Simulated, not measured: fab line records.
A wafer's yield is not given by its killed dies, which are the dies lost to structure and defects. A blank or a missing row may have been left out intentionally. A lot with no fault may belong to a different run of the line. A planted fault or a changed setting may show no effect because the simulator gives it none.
Matching of chambers    flow n5 finfet    4 sister chambers for N5_BEOL_M8_ALD_77 on ald metal-03
The step deposits TaN, target thk 2 nm, pulse time 2 s, purge time 3 s. 7 wafers are shown with their chamber, then 8 later ones without.

## WAFERS WITH THEIR CHAMBER
wafer   chamber  heater power w (W)  mfc carrier sccm (sccm)
L082.6  2        390                 1507
L088.2  2        391                 1502
L089.4  3        333                 1499
L087.1  1        420                 1504
L087.3  0        398                 1503
L087.5  0        397                 1502
L094.2  1        430                 1503

## WAFERS WHOSE CHAMBER IS MISSING
wafer   heater power w (W)  mfc carrier sccm (sccm)
L094.5  389                 1502
L094.6  349                 1505
L093.1  386                 1506
L093.4  391                 1501
L093.5  392                 1501
L097.1  400                 1507
L097.2  394                 1503
L097.5  400                 1499

## WHICH CHAMBER EACH ONE RAN IN
wafer   from the rows above      in truth
L094.5  can't be placed: 2 or 0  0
L094.6  3                        3
L093.1  can't be placed: 2 or 0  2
L093.4  can't be placed: 2 or 0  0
L093.5  can't be placed: 0 or 2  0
L097.1  can't be placed: 0 or 2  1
L097.2  can't be placed: 0 or 2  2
L097.5  can't be placed: 0 or 2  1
Correctly placed: 1 of 8. Can't be placed from these rows: 7 (the true chamber is among the candidates in 5). 0 placed wrongly.
How it was worked out, from the rows above alone: a wafer's distance from a chamber is the root of the sum, over the readings, of the square of ((its reading less the chamber's mean) divided by the reading's scatter). If the next closest chamber is less than 2 further off than the closest, the wafer can't be placed; otherwise it belongs to the closest. For every chamber, the mean is computed from those of its wafers that are shown. The scatter: the root of (the sum of the squares of (reading less its chamber's mean) over the shown wafers, divided by (wafers less chambers)).
